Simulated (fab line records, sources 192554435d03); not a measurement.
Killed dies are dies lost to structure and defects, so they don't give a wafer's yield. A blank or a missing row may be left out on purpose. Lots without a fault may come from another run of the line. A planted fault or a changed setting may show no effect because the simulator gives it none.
Chamber matching | flow n5_finfet | N5_BEOL_M5_STRIP_64 on rie_diel-02: 4 sister chambers
The step strips in CF4. 22 wafers are shown with their chamber, then 11 later ones without.

WAFERS WITH THEIR CHAMBER
wafer  | chamber | showerhead_plenum_p_Torr (Torr) | oes_product_au (a.u.) | throttle_valve_pct (%)
L075.4 | 1       | 1.77                            | 0.69                  | 14.0
L075.5 | 2       | 1.74                            | 0.84                  | 13.5
L075.6 | 0       | 1.68                            | 0.74                  | 13.9
L076.2 | 2       | 1.74                            | 0.83                  | 13.5
L076.3 | 3       | 1.82                            | 0.98                  | 13.1
L076.6 | 2       | 1.74                            | 0.83                  | 13.5
L078.2 | 1       | 1.77                            | 0.69                  | 14.0
L078.3 | 2       | 1.74                            | 0.83                  | 13.5
L078.4 | 3       | 1.82                            | 0.97                  | 13.1
L077.3 | 0       | 1.67                            | 0.74                  | 13.9
L077.5 | 3       | 1.82                            | 0.97                  | 13.1
L077.6 | 2       | 1.74                            | 0.83                  | 13.5
L082.1 | 3       | 1.82                            | 0.94                  | 13.2
L082.3 | 2       | 1.74                            | 0.83                  | 13.5
L082.4 | 0       | 1.67                            | 0.74                  | 13.9
L084.2 | 0       | 1.67                            | 0.73                  | 13.9
L084.3 | 3       | 1.82                            | 0.93                  | 13.2
L084.6 | 2       | 1.73                            | 0.82                  | 13.5
L085.2 | 1       | 1.76                            | 0.68                  | 14.1
L085.4 | 0       | 1.67                            | 0.73                  | 14.0
L085.5 | 1       | 1.76                            | 0.68                  | 14.1
L086.2 | 1       | 1.76                            | 0.68                  | 14.1

SIGNATURES (means of the wafers above)
reading                  | chamber 0 | chamber 1 | chamber 2 | chamber 3 | scatter within a chamber
showerhead_plenum_p_Torr | 1.6720    | 1.7640    | 1.7386    | 1.8200    | 0.00398
oes_product_au           | 0.7360    | 0.6840    | 0.8300    | 0.9580    | 0.0114
throttle_valve_pct       | 13.920    | 14.060    | 13.500    | 13.140    | 0.0422
Rule: a wafer's distance from a chamber is the root of the sum, over the readings, of the square of ((its reading less the chamber's mean) divided by the reading's scatter). The wafer belongs to the nearest chamber; if the next one is less than 2 further off, it can't be placed. The scatter: the root of (the sum of the squares of (reading less its chamber's mean) over the shown wafers, divided by (wafers less chambers)).

WAFERS WITHOUT THEIR CHAMBER
wafer  | showerhead_plenum_p_Torr (Torr) | oes_product_au (a.u.) | throttle_valve_pct (%)
L086.3 | 1.82                            | 0.93                  | 13.2
L086.6 | 1.76                            | 0.68                  | 14.1
L090.1 | 1.73                            | 0.81                  | 13.5
L090.3 | 1.76                            | 0.96                  | 13.5
L090.5 | 1.82                            | 0.90                  | 13.2
L092.1 | 1.73                            | 0.80                  | 13.6
L092.2 | 1.67                            | 0.72                  | 14.0
L092.4 | 1.67                            | 0.71                  | 14.0
L095.2 | 1.67                            | 0.71                  | 14.0
L095.5 | 1.67                            | 0.72                  | 14.0
L095.6 | 1.73                            | 0.80                  | 13.6

WHICH CHAMBER EACH WENT THROUGH
wafer  | from the rows above | in truth
L086.3 | 3                   | 3
L086.6 | 1                   | 1
L090.1 | 2                   | 2
L090.3 | 2                   | 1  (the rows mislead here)
L090.5 | 3                   | 3
L092.1 | 2                   | 2
L092.2 | 0                   | 0
L092.4 | 0                   | 0
L095.2 | 0                   | 0
L095.5 | 0                   | 0
L095.6 | 2                   | 2
Placed correctly: 10 of 11. Can't be placed from these rows: 0. Placed wrongly: 1.
